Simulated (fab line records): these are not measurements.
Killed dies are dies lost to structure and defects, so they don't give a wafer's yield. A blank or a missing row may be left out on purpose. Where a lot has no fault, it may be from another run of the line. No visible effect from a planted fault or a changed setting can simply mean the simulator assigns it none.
Split-lot trial | flow n5-finfet | 7 lots, 21 wafers read, on a route of 1938 steps

## SPLIT DETAILS
At N5_PASSIVATION_EXPOSE_41 (exposes mask PASS OPEN, defocus 0 nm, target cd 40000 nm), the setting dose-mj was moved away from the recipe's 57.25 on 10 of the 21 wafers read, by -4.5% to +6.5%. The other wafers ran this setting at the recipe's value.

## FROM THE SPLIT TO THE READING: what the file shows between them, 3 steps
- N5_PASSIVATION_PEB_42
- N5_PASSIVATION_DEVELOP_43: develop time 60 s
- N5_PASSIVATION_HARDBAKE_45: time 120 s

## THE READING
cd-nm at N5_PASSIVATION_CD_MEAS_44, given in nm (cd target 40000 nm). Typical for fault-free wafers on this fab line: 39999 nm, with standard deviation 3.1 nm.

wafer  | tool, chamber at the split | dose-mj as run | against the recipe | cd-nm, nm | against lot-mates on the recipe
L075.1 | krf-scanner-01, 0          | 57.25          | recipe             | 39994     | -
L075.4 | krf-scanner-01, 0          | 57.25          | recipe             | 39993     | -
L075.5 | krf-scanner-01, 0          | 57.25          | recipe             | 39998     | -
L077.4 | krf-scanner-02, 0          | 57.25          | recipe             | 40000     | -
L077.5 | krf-scanner-02, 0          | 54.66          | -4.5%              | 39983     | -17
L077.6 | krf-scanner-02, 0          | 54.66          | -4.5%              | 39983     | -17
L079.1 | krf-scanner-01, 0          | 57.25          | recipe             | 39997     | -
L079.4 | krf-scanner-01, 0          | 60.95          | +6.5%              | 40020     | +23
L079.6 | krf-scanner-01, 0          | 60.95          | +6.5%              | 40020     | +23
L082.3 | krf-scanner-02, 0          | 60.72          | +6.1%              | 40019     | +18
L082.4 | krf-scanner-02, 0          | 60.72          | +6.1%              | 40023     | +22
L082.5 | krf-scanner-02, 0          | 57.25          | recipe             | 40001     | -
L085.3 | krf-scanner-02, 0          | 57.25          | recipe             | 40000     | -
L085.5 | krf-scanner-02, 0          | 57.25          | recipe             | 39999     | -
L085.6 | krf-scanner-02, 0          | 57.25          | recipe             | 39995     | -
L086.2 | krf-scanner-02, 0          | 60.28          | +5.3%              | 40017     | no lot-mate on the recipe
L086.4 | krf-scanner-02, 0          | 60.28          | +5.3%              | 40018     | no lot-mate on the recipe
L086.6 | krf-scanner-02, 0          | 60.28          | +5.3%              | 40020     | no lot-mate on the recipe
L092.3 | krf-scanner-01, 0          | 57.25          | recipe             | 39997     | -
L092.4 | krf-scanner-01, 0          | 55.8           | -2.5%              | 39993     | -4
L092.5 | krf-scanner-01, 0          | 57.25          | recipe             | 39997     | -

THE FIT
A straight line over all 21 wafers: cd-nm changes by +3.57 nm for each +1% of dose-mj; r = +0.98; the points scatter about the line by 2.4 nm.
The same after taking each lot's own level away (the mean of its wafers on the recipe; 18 wafers): +3.44 nm for each +1%; r = +0.99; scatter 2 nm.
Per that fit: largest dose-mj move, reading shift of 22 nm.
Measured against the standard deviation above, the lots' own levels, which go from 39995.0 to 40001.0 nm, span 1.9 times it.
Consequently the slope shifts little with the lot-to-lot level, the two slopes agreeing.
Check: with one of the wafers moved furthest among these (+6.5%) left out of the fit, the line predicts +22.1 nm for it against its lot-mates. It came out at +23 nm against them.

## FILE'S OWN FIT
cd-nm changes by +3.45 nm for each +1% of dose-mj, r = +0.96.
